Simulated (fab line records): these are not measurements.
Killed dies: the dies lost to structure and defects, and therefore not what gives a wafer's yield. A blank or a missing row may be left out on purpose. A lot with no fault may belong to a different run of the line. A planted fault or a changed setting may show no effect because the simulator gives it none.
8D (eight disciplines) problem report, filled in by code -- flow n5-finfet -- the parts of the form that need people (team, actions taken, sign-off) are left out

## 1. THE PROBLEM
Mean of plate-temp-C at N5_PMOS_HMC_CHANNEL_EPI_COAT_31: 217.65 C across 6 wafers in 2 lots; on wafers with no fault it is 204.97 C (standard deviation 0.17). Measured from the usual mean, that is +75 standard deviations.
The step: time 60 s, resist thk 66 nm.
First seen on wafer L672.2, day 6 05:38, on litho-track-05. Wafers with a number at this step in the record: 30, from 10 lots. Rule for "out", or "out of limits": more than 4 standard deviations from the usual mean. Any other wafer with a number is counted as sound.

## 2. WHAT IT IS, AND WHAT IT ISN'T
question,is,is not
which readings at this step,"plate-temp-C, heater-power-total-W",resist-line-temp-C
which lots,"L672, L673","L655, L656, L662, L664, L667, L674, L675, L676"
which wafers of those lots,all that have a number,-
read on which tools,litho-track-05,"litho-track-02, litho-track-04"
when,from day 6 05:38,"up to then (15 sound wafers); but 9 sound wafers of L674, L675, L676 came after"

## 3. SUSPECTS, AND WHAT RULES EACH OUT
Counting: any tool at a process step up to the reading is kept as a suspect provided that every lot that is out went through it and no sound lot did after the first of them.
- rtp-anneal-02 at N5_WELL_APT_RTA_34 (time 10 s): ruled out as a lasting fault. Sound lots L675, L676 ran on it after its first lot that is out, L672 (day 6 04:28).
- litho-track-05 at N5_PMOS_HMC_CHANNEL_EPI_COAT_31 (time 60 s, resist thk 66 nm): kept. All lots that are out passed through it, beginning with L672 at day 6 05:38, and no sound lot followed; its final sound lot before that point was L667 at day 4 23:42. On those wafers its own readings are out: heater-power-total-W, plate-temp-C.
After counting, what remains is litho-track-05 at N5_PMOS_HMC_CHANNEL_EPI_COAT_31.

## 4. THE CAUSE (what the simulator had put in)
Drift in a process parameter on litho-track-05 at N5_PMOS_HMC_CHANNEL_EPI_COAT_31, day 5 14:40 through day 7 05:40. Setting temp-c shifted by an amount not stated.
The count eliminated every tool but this one.

## 5. SEQUENCE OF EFFECTS, ordered by route
Each row: a reading whose mean over the struck wafers that have a number lies more than 3 standard deviations from the usual. Readings are gone through only where the record gives a usual standard deviation; hours: the median, over the lots, of the time from a lot's start at the first step in this table giving one to that lot's start at this step; sigmas: the change measured in usual standard deviations.
hours,step,reading,usual,on struck wafers,change,sigmas
0,N5_PMOS_HMC_CHANNEL_EPI_COAT_31,heater-power-total-W,391.7 W,422.3,+30.6,+24
0,N5_PMOS_HMC_CHANNEL_EPI_COAT_31,plate-temp-C,204.97 C,217.65,+12.68,+75
It contains these process steps:
- N5_PMOS_HMC_CHANNEL_EPI_COAT_31: time 60 s, resist thk 66 nm.
Later measuring or inspecting steps at which every struck wafer that the step has a row for has a number for every such reading, and none has moved that far: N5_BEOL_M4_RC_MEAS_101.

## 6. HOW IT WOULD HAVE BEEN CAUGHT EARLIER
In this record the first reading out of limits was taken at day 6 05:38, 15 hours after the fault began at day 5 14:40.
